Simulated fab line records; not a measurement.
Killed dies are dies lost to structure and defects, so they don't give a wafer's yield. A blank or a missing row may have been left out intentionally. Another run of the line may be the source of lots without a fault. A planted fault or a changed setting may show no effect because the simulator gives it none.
Lot-split experiment || flow n5Finfet || on a route of 1938 steps: 7 lots, 21 wafers read

== ABOUT THE SPLIT ==
At N5_SD_EPI_N_EPI_21 (deposits Si:P, time 690 s), the setting timeS was moved away from the recipe's 690 s on 4 of the 21 wafers read, by -17.9% to +16.5%. For the rest of the wafers, this setting stayed at what the recipe calls for.

Reading taken at the split's own step.

== THE READING ==
Si-P_of_SD_EPI_N_EPI_21.thkNm (the simulator's own value, which no gauge read), in nm, at N5_SD_EPI_N_EPI_21 (deposits Si:P, time 690 s). The file does not state a usual value for it. Here, 17 wafers ran the recipe; their average is 59.1 nm with a standard deviation of 0.6 nm.

{"wafer": "L076.2", "tool, chamber at the split": "epiRpcvd-03, 0", "timeS as run, s": 690, "against the recipe": "recipe", "Si-P_of_SD_EPI_N_EPI_21.thkNm, nm": 58.2, "against lot-mates on the recipe": "-"}
{"wafer": "L076.3", "tool, chamber at the split": "epiRpcvd-03, 0", "timeS as run, s": 690, "against the recipe": "recipe", "Si-P_of_SD_EPI_N_EPI_21.thkNm, nm": 59, "against lot-mates on the recipe": "-"}
{"wafer": "L076.6", "tool, chamber at the split": "epiRpcvd-03, 0", "timeS as run, s": 690, "against the recipe": "recipe", "Si-P_of_SD_EPI_N_EPI_21.thkNm, nm": 58.6, "against lot-mates on the recipe": "-"}
{"wafer": "L077.2", "tool, chamber at the split": "epiRpcvd-04, 0", "timeS as run, s": 635.6, "against the recipe": "-7.9%", "Si-P_of_SD_EPI_N_EPI_21.thkNm, nm": 56.4, "against lot-mates on the recipe": -3.6}
{"wafer": "L077.5", "tool, chamber at the split": "epiRpcvd-04, 0", "timeS as run, s": 635.6, "against the recipe": "-7.9%", "Si-P_of_SD_EPI_N_EPI_21.thkNm, nm": 57.2, "against lot-mates on the recipe": -2.8}
{"wafer": "L077.6", "tool, chamber at the split": "epiRpcvd-04, 0", "timeS as run, s": 690, "against the recipe": "recipe", "Si-P_of_SD_EPI_N_EPI_21.thkNm, nm": 60, "against lot-mates on the recipe": "-"}
{"wafer": "L084.2", "tool, chamber at the split": "epiRpcvd-02, 0", "timeS as run, s": 690, "against the recipe": "recipe", "Si-P_of_SD_EPI_N_EPI_21.thkNm, nm": 58.8, "against lot-mates on the recipe": "-"}
{"wafer": "L084.4", "tool, chamber at the split": "epiRpcvd-02, 0", "timeS as run, s": 690, "against the recipe": "recipe", "Si-P_of_SD_EPI_N_EPI_21.thkNm, nm": 59.4, "against lot-mates on the recipe": "-"}
{"wafer": "L084.6", "tool, chamber at the split": "epiRpcvd-02, 0", "timeS as run, s": 690, "against the recipe": "recipe", "Si-P_of_SD_EPI_N_EPI_21.thkNm, nm": 59, "against lot-mates on the recipe": "-"}
{"wafer": "L086.1", "tool, chamber at the split": "epiRpcvd-03, 0", "timeS as run, s": 566.3, "against the recipe": "-17.9%", "Si-P_of_SD_EPI_N_EPI_21.thkNm, nm": 51.6, "against lot-mates on the recipe": -7.2}
{"wafer": "L086.3", "tool, chamber at the split": "epiRpcvd-03, 0", "timeS as run, s": 690, "against the recipe": "recipe", "Si-P_of_SD_EPI_N_EPI_21.thkNm, nm": 58.6, "against lot-mates on the recipe": "-"}
{"wafer": "L086.5", "tool, chamber at the split": "epiRpcvd-03, 0", "timeS as run, s": 690, "against the recipe": "recipe", "Si-P_of_SD_EPI_N_EPI_21.thkNm, nm": 59, "against lot-mates on the recipe": "-"}
{"wafer": "L087.1", "tool, chamber at the split": "epiRpcvd-04, 0", "timeS as run, s": 690, "against the recipe": "recipe", "Si-P_of_SD_EPI_N_EPI_21.thkNm, nm": 58.4, "against lot-mates on the recipe": "-"}
{"wafer": "L087.2", "tool, chamber at the split": "epiRpcvd-04, 0", "timeS as run, s": 803.6, "against the recipe": "+16.5%", "Si-P_of_SD_EPI_N_EPI_21.thkNm, nm": 64.6, "against lot-mates on the recipe": "+6.3"}
{"wafer": "L087.5", "tool, chamber at the split": "epiRpcvd-04, 0", "timeS as run, s": 690, "against the recipe": "recipe", "Si-P_of_SD_EPI_N_EPI_21.thkNm, nm": 58.2, "against lot-mates on the recipe": "-"}
{"wafer": "L094.1", "tool, chamber at the split": "epiRpcvd-03, 0", "timeS as run, s": 690, "against the recipe": "recipe", "Si-P_of_SD_EPI_N_EPI_21.thkNm, nm": 59.2, "against lot-mates on the recipe": "-"}
{"wafer": "L094.5", "tool, chamber at the split": "epiRpcvd-03, 0", "timeS as run, s": 690, "against the recipe": "recipe", "Si-P_of_SD_EPI_N_EPI_21.thkNm, nm": 59.8, "against lot-mates on the recipe": "-"}
{"wafer": "L094.6", "tool, chamber at the split": "epiRpcvd-03, 0", "timeS as run, s": 690, "against the recipe": "recipe", "Si-P_of_SD_EPI_N_EPI_21.thkNm, nm": 59.6, "against lot-mates on the recipe": "-"}
{"wafer": "L096.3", "tool, chamber at the split": "epiRpcvd-04, 0", "timeS as run, s": 690, "against the recipe": "recipe", "Si-P_of_SD_EPI_N_EPI_21.thkNm, nm": 59.4, "against lot-mates on the recipe": "-"}
{"wafer": "L096.4", "tool, chamber at the split": "epiRpcvd-04, 0", "timeS as run, s": 690, "against the recipe": "recipe", "Si-P_of_SD_EPI_N_EPI_21.thkNm, nm": 59.8, "against lot-mates on the recipe": "-"}
{"wafer": "L096.6", "tool, chamber at the split": "epiRpcvd-04, 0", "timeS as run, s": 690, "against the recipe": "recipe", "Si-P_of_SD_EPI_N_EPI_21.thkNm, nm": 60.2, "against lot-mates on the recipe": "-"}

THE FIT
A straight line over all 21 wafers: Si-P_of_SD_EPI_N_EPI_21.thkNm changes by +0.365 nm for each +1% of timeS; r = +0.96; the points scatter about the line by 0.66 nm.
The same after taking each lot's own level away (the mean of its wafers on the recipe; 21 wafers): +0.395 nm for each +1%; r = +0.99; scatter 0.28 nm.
That fit puts the effect of the largest move of timeS on the reading at 7.1 nm.
Across the lots, their own levels run from 58.30 to 60.00 nm, a range of 2.8 times the standard deviation given above.
So the lot-to-lot level changes the slope little: the two slopes agree.
Check: for one of the wafers moved furthest among these (-17.9%), held out of the fit, the line's prediction against its lot-mates is -7.01 nm. Against them it came out at -7.2 nm.

== FURTHER SPLITS ON THESE WAFERS ==
Before the reading, these wafers also passed through other splits. Each is held against what the fit with the lots' levels taken away leaves over:
{"other split on the same wafers": "N5_FIN_CUT_EXPOSE_05 doseMj", "wafers away from the commonest value": 7, "r with Si-P_of_SD_EPI_N_EPI_21.thkNm (lot level and that fit taken away)": -0.07}
{"other split on the same wafers": "N5_SD_EPI_N_COAT_33 spinRpm", "wafers away from the commonest value": 6, "r with Si-P_of_SD_EPI_N_EPI_21.thkNm (lot level and that fit taken away)": "+0.29"}
{"other split on the same wafers": "N5_SD_EPI_N_EXPOSE_06 doseMj", "wafers away from the commonest value": 7, "r with Si-P_of_SD_EPI_N_EPI_21.thkNm (lot level and that fit taken away)": "+0.16"}

== THE WHOLE CHAIN: every reading that the file lists as answering this split, in the file's order ==
{"step": "N5_SD_EPI_N_EPI_21", "what it does": "deposits Si:P, time 690 s", "reading": "Si-P_of_SD_EPI_N_EPI_21.thkNm (the simulator's own value, which no gauge read)", "change (the file's fit)": "+0.394 nm for each +1% of the setting", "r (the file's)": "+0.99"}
{"step": "N5_SD_EPI_N_EPI_MEAS_23", "what it does": "", "reading": "thkNm", "change (the file's fit)": "withheld for each +1% of the setting", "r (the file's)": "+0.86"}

== THE FILE'S OWN FIT ==
Si-P_of_SD_EPI_N_EPI_21.thkNm changes by +0.394 nm for each +1% of timeS, r = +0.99.
